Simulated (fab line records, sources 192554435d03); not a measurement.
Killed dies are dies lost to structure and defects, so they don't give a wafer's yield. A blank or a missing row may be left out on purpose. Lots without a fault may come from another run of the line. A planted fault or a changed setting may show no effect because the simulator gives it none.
Split-lot experiment | flow n5_finfet | 7 lots, 21 wafers read, on a route of 1938 steps

THE SPLIT
At N5_HKMG_FIN_EXPOSE_46 (exposes mask NDIPOLE), the setting dose_mj was moved away from the recipe's 40 on 5 of the 21 wafers read, by -6.3% to +5.8%. The other wafers ran this setting at the recipe's value.

FROM THE SPLIT TO THE READING: what the file shows between them, 2 steps
- N5_HKMG_FIN_PEB_47: peb time 60 s
- N5_HKMG_FIN_DEVELOP_48: develop time 30 s

THE READING
cd_nm, in nm, at N5_HKMG_FIN_CD_MEAS_49 (target cd 202 nm). Fault-free wafers of this fab line usually give 202.2 nm, standard deviation 0.51 nm.

wafer  | tool, chamber at the split | dose_mj as run | against the recipe | cd_nm, nm | against lot-mates on the recipe
L075.2 | arfi_scanner-03, 0         | 40             | recipe             | 202.6     | -
L075.5 | arfi_scanner-03, 0         | 37.47          | -6.3%              | 198.2     | -4.4
L075.6 | arfi_scanner-03, 0         | 37.47          | -6.3%              | 198.7     | -3.9
L076.2 | arfi_scanner-01, 0         | 40             | recipe             | 201.8     | -
L076.4 | arfi_scanner-01, 0         | 40             | recipe             | 201.5     | -
L076.6 | arfi_scanner-01, 0         | 40             | recipe             | 201.2     | -
L084.3 | arfi_scanner-01, 0         | 41.8           | +4.5%              | 204.0     | +2.4
L084.4 | arfi_scanner-01, 0         | 40             | recipe             | 201.6     | -
L084.5 | arfi_scanner-01, 0         | 41.8           | +4.5%              | 204.6     | +3.0
L088.3 | arfi_scanner-03, 0         | 42.34          | +5.8%              | 205.1     | +3.2
L088.4 | arfi_scanner-03, 0         | 40             | recipe             | 201.6     | -
L088.5 | arfi_scanner-03, 0         | 40             | recipe             | 202.1     | -
L091.3 | arfi_scanner-03, 0         | 40             | recipe             | 202.2     | -
L091.5 | arfi_scanner-03, 0         | 40             | recipe             | 201.8     | -
L091.6 | arfi_scanner-03, 0         | 40             | recipe             | 201.9     | -
L093.2 | arfi_scanner-02, 0         | 40             | recipe             | 202.0     | -
L093.3 | arfi_scanner-02, 0         | 40             | recipe             | 202.7     | -
L093.4 | arfi_scanner-02, 0         | 40             | recipe             | 202.6     | -
L095.2 | arfi_scanner-01, 0         | 40             | recipe             | 202.0     | -
L095.3 | arfi_scanner-01, 0         | 40             | recipe             | 202.0     | -
L095.5 | arfi_scanner-01, 0         | 40             | recipe             | 202.2     | -

THE FIT
A straight line over all 21 wafers: cd_nm changes by +0.542 nm for each +1% of dose_mj; r = +0.97; the points scatter about the line by 0.39 nm.
The same after taking each lot's own level away (the mean of its wafers on the recipe; 21 wafers): +0.62 nm for each +1%; r = +0.99; scatter 0.25 nm.
On that fit, the largest move of dose_mj shifts the reading by 3.9 nm.
The lots' own levels span 201.50 to 202.60 nm, that is 2.2 times the standard deviation above.
So the lot-to-lot level changes the slope: the two fits differ.
Check: with one of the wafers moved furthest among these (-6.3%) left out of the fit, the line predicts -3.77 nm for it against its lot-mates. It came out at -4.4 nm against them.

THE WHOLE CHAIN: every reading that the file lists as answering this split, in the file's order
step                   | what it does                                           | reading                                                                | change (the file's fit)               | r (the file's)
N5_HKMG_FIN_CD_MEAS_49 | target cd 202 nm                                       | cd_nm                                                                  | +0.602 nm for each +1% of the setting | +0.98
N5_HKMG_FIN_ETCH_54    | etches SiARC in CF4, target depth 45.5 nm, time 75.8 s | HKMG_FIN.cd_offset_nm (the simulator's own value, which no gauge read) | +0.617 nm for each +1% of the setting | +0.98
N5_HKMG_FIN_ETCH_58    | etches SOC in N2/H2, target depth 215.8 nm, time 741 s | HKMG_FIN.cd_offset_nm (the simulator's own value, which no gauge read) | +0.743 nm for each +1% of the setting | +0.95

THE FILE'S OWN FIT
cd_nm changes by +0.602 nm for each +1% of dose_mj, r = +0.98.
